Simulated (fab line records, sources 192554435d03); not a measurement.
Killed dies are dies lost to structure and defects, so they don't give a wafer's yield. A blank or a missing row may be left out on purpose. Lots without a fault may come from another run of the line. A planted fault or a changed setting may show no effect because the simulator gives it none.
Split-lot experiment | flow n5_finfet | 7 lots, 21 wafers read, on a route of 1938 steps

THE SPLIT
At N5_PASSIVATION_ETCH_59 (etches TaN in Cl2/BCl3, target depth 65 nm, time 34.9 s), the setting time_s was moved away from the recipe's 34.9 s on 6 of the 21 wafers read, by -21.7% to +20.8%. The other wafers ran this setting at the recipe's value.

The reading is taken at the split's own step.

THE READING
etch.depth_nm (the simulator's own value, which no gauge read), in nm, at N5_PASSIVATION_ETCH_59 (etches TaN in Cl2/BCl3, target depth 65 nm, time 34.9 s). The file gives no usual value for it. The 15 wafers here that ran the recipe average 65.23 nm, standard deviation 1 nm.

wafer  | tool, chamber at the split | time_s as run, s | against the recipe | etch.depth_nm, nm | against lot-mates on the recipe
L077.1 | rie_metal-02, 0            | 34.9             | recipe             | 65.84             | -
L077.2 | rie_metal-02, 1            | 27.33            | -21.7%             | 52.16             | -13.62
L077.4 | rie_metal-02, 0            | 34.9             | recipe             | 65.72             | -
L082.1 | rie_metal-03, 0            | 34.9             | recipe             | 65.26             | -
L082.4 | rie_metal-03, 0            | 37.28            | +6.8%              | 69.29             | +4.20
L082.5 | rie_metal-03, 0            | 34.9             | recipe             | 64.92             | -
L085.1 | rie_metal-03, 1            | 34.9             | recipe             | 63.97             | -
L085.3 | rie_metal-03, 1            | 34.9             | recipe             | 64.01             | -
L085.4 | rie_metal-03, 0            | 39.86            | +14.2%             | 73.85             | +9.86
L086.2 | rie_metal-01, 1            | 34.9             | recipe             | 63.78             | -
L086.5 | rie_metal-01, 0            | 34.9             | recipe             | 66.06             | -
L086.6 | rie_metal-01, 1            | 42.17            | +20.8%             | 77.37             | +12.45
L089.1 | rie_metal-02, 1            | 34.9             | recipe             | 66.59             | -
L089.3 | rie_metal-02, 0            | 34.9             | recipe             | 65.68             | -
L089.4 | rie_metal-02, 1            | 34.9             | recipe             | 66.7              | -
L092.2 | rie_metal-01, 1            | 34.9             | recipe             | 63.74             | -
L092.4 | rie_metal-01, 1            | 37.92            | +8.7%              | 69.07             | +5.33
L092.6 | rie_metal-01, 1            | 37.92            | +8.7%              | 69.19             | +5.45
L094.3 | rie_metal-01, 0            | 34.9             | recipe             | 66.33             | -
L094.5 | rie_metal-01, 1            | 34.9             | recipe             | 64.45             | -
L094.6 | rie_metal-01, 0            | 34.9             | recipe             | 65.46             | -

THE FIT
A straight line over all 21 wafers: etch.depth_nm changes by +0.582 nm for each +1% of time_s; r = +0.98; the points scatter about the line by 0.96 nm.
The same after taking each lot's own level away (the mean of its wafers on the recipe; 21 wafers): +0.627 nm for each +1%; r = +0.99; scatter 0.58 nm.
On that fit, the largest move of time_s shifts the reading by 14 nm.
The lots' own levels span 63.740 to 66.323 nm, that is 2.6 times the standard deviation above.
So the lot-to-lot level changes the slope little: the two slopes agree.
Check: with one of the wafers moved furthest among these (-21.7%) left out of the fit, the line predicts -13.6 nm for it against its lot-mates. It came out at -13.6 nm against them.

OTHER SPLITS ON THESE WAFERS
These wafers also went through other splits before the reading. Each is held against what the fit with the lots' levels taken away leaves over:
other split on the same wafers     | wafers away from the commonest value | r with etch.depth_nm (lot level and that fit taken away)
N5_BEOL_M15_EXPOSE_07 dose_mj      | 7                                    | -0.21
N5_MIM_TOP_LITHO_PEB_06 peb_time_s | as run: not given for these wafers   | -

THE FILE'S OWN FIT
etch.depth_nm changes by +0.627 nm for each +1% of time_s, r = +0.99.
